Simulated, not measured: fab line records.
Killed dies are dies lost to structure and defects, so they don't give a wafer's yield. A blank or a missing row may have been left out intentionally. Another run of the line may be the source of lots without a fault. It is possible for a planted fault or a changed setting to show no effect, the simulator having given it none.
Code-filled problem report in 8D (eight disciplines) form / flow n5_finfet / the parts of the form that need people (team, actions taken, sign-off) are left out

1. THE ISSUE
etch_rf_on_time_s at N5_BEOL_M0_SAQP_ETCH_73 reads a mean of 19.0 s on 3 wafers of 3 lots; wafers without a fault read 32.5 s with a standard deviation of 0.91. That is -15 standard deviations from the usual mean.
The step: etches SiARC in CF4, target depth 19.5 nm, time 32.5 s.
First seen on wafer L165.6, day 9 17:10, on rie_diel-02. At this step, 27 wafers from 10 lots have a number in the record. By rule, "out" or "out of limits" means more than 4 standard deviations away from the usual mean. The other wafers with a number count as sound.

2. WHAT IT IS AND WHAT IT IS NOT
question=which readings at this step | is=etch_rf_on_time_s | is not=drypump_motor_current_A, rf_vpp_V, showerhead_plenum_p_Torr, throttle_valve_pct
question=which lots | is=L165, L168, L169 | is not=L150, L153, L154, L155, L157, L158, L171
question=which wafers of those lots | is=L165.6, L168.2, L169.2 | is not=L165.4, L168.3, L169.1, L169.3
question=read on which tools | is=rie_diel-02 | is not=rie_diel-05, rie_diel-06
question=when | is=from day 9 17:10 | is not=up to then (18 sound wafers); but 6 sound wafers of L168, L169, L171 came after

3. WHAT RULES OUT EACH SUSPECT
Counting: any tool at a process step up to the reading remains a suspect provided it ran every lot that is out. Sound lots after the first of them don't rule it out here, since some wafers of a struck lot are sound.
- rie_diel-02 at N5_BEOL_M0_SAQP_ETCH_88 (etches underlayer in N2/H2, target depth 6.5 nm, time 5.2 s): kept. Every lot that is out went through it, the first being L165 (day 9 17:07); the last sound lot it ran before that was L157 (day 7 16:10).
- rie_diel-02 at N5_BEOL_M0_SAQP_ETCH_73 (etches SiARC in CF4, target depth 19.5 nm, time 32.5 s): kept. Every lot that is out went through it, the first being L165 (day 9 17:10); the last sound lot it ran before that was L157 (day 7 16:11). Its own etch_rf_on_time_s readings are out on those wafers.
Remaining after the count are rie_diel-02 at N5_BEOL_M0_SAQP_ETCH_88 and rie_diel-02 at N5_BEOL_M0_SAQP_ETCH_73.

4. THE CAUSE (what the simulator had put in)
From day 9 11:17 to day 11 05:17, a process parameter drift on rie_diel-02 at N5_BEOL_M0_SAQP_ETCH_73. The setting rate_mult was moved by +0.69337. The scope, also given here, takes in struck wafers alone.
This tool is one of the 2 suspects left after counting.

5. SEQUENCE OF EFFECTS, ordered by route
One row per reading whose mean, taken over the struck wafers that have a number, lies over 3 standard deviations from the usual. Scope: only readings with a usual standard deviation given in the record; hours: median across lots of the time from each lot's start at the first step in this table that gives one to its start at this step; sigmas: change in usual standard deviations.
hours=0; step=N5_BEOL_M0_SAQP_ETCH_73; reading=etch_rf_on_time_s; usual=32.5 s; on struck wafers=19.0; change=-13.5; sigmas=-15
hours=0; step=N5_BEOL_M0_SAQP_ETCH_73; reading=oes_product_au; usual=0.67 a.u.; on struck wafers=1.00; change=+0.33; sigmas=+5.1
It contains these process steps:
- N5_BEOL_M0_SAQP_ETCH_73: etches SiARC in CF4, target depth 19.5 nm, time 32.5 s.
Later steps that measure or inspect, where all struck wafers having a row at the step show a number for every such reading and not one has moved that far: N5_BEOL_M0_CUTY_OVL_MEAS_58, N5_BEOL_M4_RC_MEAS_101.

6. WHAT WOULD HAVE CAUGHT IT SOONER
In this record the first reading out of limits was taken at day 9 17:10, 6 hours after the fault began at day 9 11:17.
